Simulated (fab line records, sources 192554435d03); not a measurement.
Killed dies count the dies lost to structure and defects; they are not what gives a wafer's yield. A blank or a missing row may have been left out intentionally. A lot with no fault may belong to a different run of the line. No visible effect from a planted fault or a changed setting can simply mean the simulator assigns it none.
Matching of chambers -- flow n5 finfet -- 4 sister chambers for N5_GATE_CUT_ALD_22 on ald sin-01
The step deposits SiNx, target thk 16 nm, pulse time 1 s, ald cycles 320. 4 wafers are shown with their chamber, then 8 later ones without.

== WAFERS WITH THEIR CHAMBER ==
wafer,chamber,heater power w (W)
L088.4,2,702
L089.1,3,824
L089.6,1,890
L093.2,0,828

== WAFERS WHOSE CHAMBER IS MISSING ==
wafer,heater power w (W)
L093.4,894
L093.6,831
L094.4,836
L094.5,824
L094.6,837
L096.1,832
L096.3,726
L096.4,812

== WHICH CHAMBER EACH WENT THROUGH ==
wafer,from the rows above,in truth
L093.4,1,1
L093.6,can't be placed: 0 or 3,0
L094.4,can't be placed: 0 or 3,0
L094.5,can't be placed: 3 or 0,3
L094.6,can't be placed: 0 or 3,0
L096.1,can't be placed: 0 or 3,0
L096.3,2,2
L096.4,can't be placed: 3 or 0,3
Correctly placed: 2 of 8. These rows do not allow placing 6 (true chamber among the candidates in 6). 0 placed wrongly.
How it was worked out, from the rows above alone: a wafer's distance from a chamber is the root of the sum, over the readings, of the square of ((its reading less the chamber's mean) divided by the reading's scatter). If the next closest chamber is less than 2 further off than the closest, the wafer can't be placed; otherwise it belongs to the closest. Each chamber's mean is taken over the wafers shown for it. The scatter (one wafer shown for each chamber): square how far every hidden wafer sits from the nearest shown wafer, average those squares and take the square root.
